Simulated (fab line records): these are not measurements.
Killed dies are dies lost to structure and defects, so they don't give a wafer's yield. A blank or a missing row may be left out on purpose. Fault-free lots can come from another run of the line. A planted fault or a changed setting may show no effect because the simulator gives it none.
A lot that was struck, set against a sound lot -- flow n5 finfet -- 36 steps out of a route of 1938
Sound: the wafers L185.1, L185.3, L185.5. The struck wafers were L174.2, L174.5, L174.6. At the end, the cause is stated.
At each step with rows: each side's tool, then ch and its chambers, then its first start. Under that, the readings that differ: sound wafers -- struck wafers -- difference of the means -- sigmas: that difference in standard deviations of wafers without a fault.
alike: words and numbers the same on both sides, and readings whose means are apart by under 2 such deviations; not compared: readings that were withheld, readings missing a value for some wafer, numbers with overlapping values and no deviation given by the record, and bounds like >300 which may hide the same value.
The two part at a step that has a row with sigmas, a row that says differs or no value, or rows on one side only. When numbers do not overlap yet have no deviation, they are printed without sigmas and do not part them. A reading that every wafer of one side lacks parts them only if that side has two wafers or more.

first, 9 steps without rows for these wafers: N5_BEOL_M4_ANNEAL_95 (time 240 s); N5_BEOL_M4_SPUTTER_96 (material Cu, target thk 4.5 nm, time 8.29 s); N5_BEOL_M4_ECD_50 (material Cu, target thk 300 nm); N5_BEOL_M4_ANNEAL_51 (time 90 s); N5_BEOL_M4_CMP_52 (polishes, stops on SiOC, t overpolish 6.8 s, target thk 40 nm); N5_BEOL_M4_PRE_CLEAN_60 (time 15 s); N5_BEOL_M4_CO_CAP_55 (material Co, precursor CCTBA/H2, target thk 2 nm, time 102.1 s); N5_BEOL_M4_PRE_CLEAN_56 (time 15 s); N5_BEOL_M4_DEP_57 (deposits SiCN from 3MS/NH3, target thk 8 nm, time 14 s).
N5_BEOL_M4_RC_MEAS_101:
  sound on prober-02 ch 0, day 14 19:40; struck on prober-01 ch 0, day 12 05:35
  alike: DIBL_N, DIBL_P, IOFF_N, IOFF_P, ION_N, ION_P, SS_N, SS_P, VT_N, VT_P
then, 24 steps without rows for these wafers: N5_BEOL_M5_ILD_DEP_00 (deposits SiCOH lowk from DEMS/porogen, target thk 140.64 nm, time 25.9 s); N5_BEOL_M5_CURE_79 (cures SiCOH lowk, time 240 s); N5_BEOL_M5_PECVD_70 (deposits SiO2 from TEOS/O2, target thk 16 nm, time 18 s); N5_BEOL_M5_HM_DEP_02 (deposits TiN, target thk 20 nm); N5_BEOL_M5_COAT_59 (time 60 s, resist thk 60 nm); N5_BEOL_M5_COAT_60 (time 60 s, resist thk 12 nm); N5_BEOL_M5_COAT_71 (time 60 s, resist thk 5 nm); N5_BEOL_M5_COAT_05 (resist thk 30 nm); N5_BEOL_M5_EBR_07; N5_BEOL_M5_SOFTBAKE_06 (time 60 s); N5_BEOL_M5_EXPOSE_08 (exposes mask M5, target cd 28 nm); N5_BEOL_M5_PEB_09 (peb time 60 s); N5_BEOL_M5_DEVELOP_10 (develop time 30 s); N5_BEOL_M5_DESCUM_16 (chemistry O2, time 7 s); N5_BEOL_M5_ETCH_72 (etches underlayer in N2/H2, target depth 6.5 nm, time 5.2 s); N5_BEOL_M5_ETCH_61 (etches SiARC in CF4, target depth 15.6 nm, time 26 s); N5_BEOL_M5_ETCH_62 (etches SOC in N2/H2, target depth 75 nm, overetch 15 nm, time 112.5 s); N5_BEOL_M5_STRIP_63 (strips in N2/H2); N5_BEOL_M5_STRIP_73 (strips in N2/H2); N5_BEOL_M5_STRIP_64 (strips in CF4); N5_BEOL_M5_HM_OPEN_17 (chemistry Cl2/BCl3, target TiN, target depth 20 nm, overetch 6 nm); N5_BEOL_M5_STRIP_19 (strips in O2); N5_BEOL_M5_COAT_65 (time 60 s, resist thk 60 nm); N5_BEOL_M5_COAT_66 (time 60 s, resist thk 12 nm).
-- record jumps: 3 days separate the struck wafers' starts on either side; left off in module BEOL_M5, taken up again in module BEOL_M12, whose first shown step is the route's number 1642 --
N5_BEOL_M12_STRIP_37: strips in N2/H2.
  sound on plasma asher-01 ch 0,1, day 17 15:33; struck on plasma asher-01 ch 0,1, day 15 00:55
  no value came back on the struck wafers for any of 5 readings (drypump motor current A (A), h2 flow sccm (sccm) and others); on the sound wafers drypump motor current A (A) reads 5.42 5.50 5.49
  not compared: rf hours counter h
N5_PASSIVATION_PROBE_49:
  rows exist in the record for the struck wafers here (prober-02, day 16 11:49), but not for the sound ones

WHERE THEY PART
Last at N5_PASSIVATION_PROBE_49 as far as this record goes, first at N5_BEOL_M12_STRIP_37.

WHY: the cause the simulator had injected
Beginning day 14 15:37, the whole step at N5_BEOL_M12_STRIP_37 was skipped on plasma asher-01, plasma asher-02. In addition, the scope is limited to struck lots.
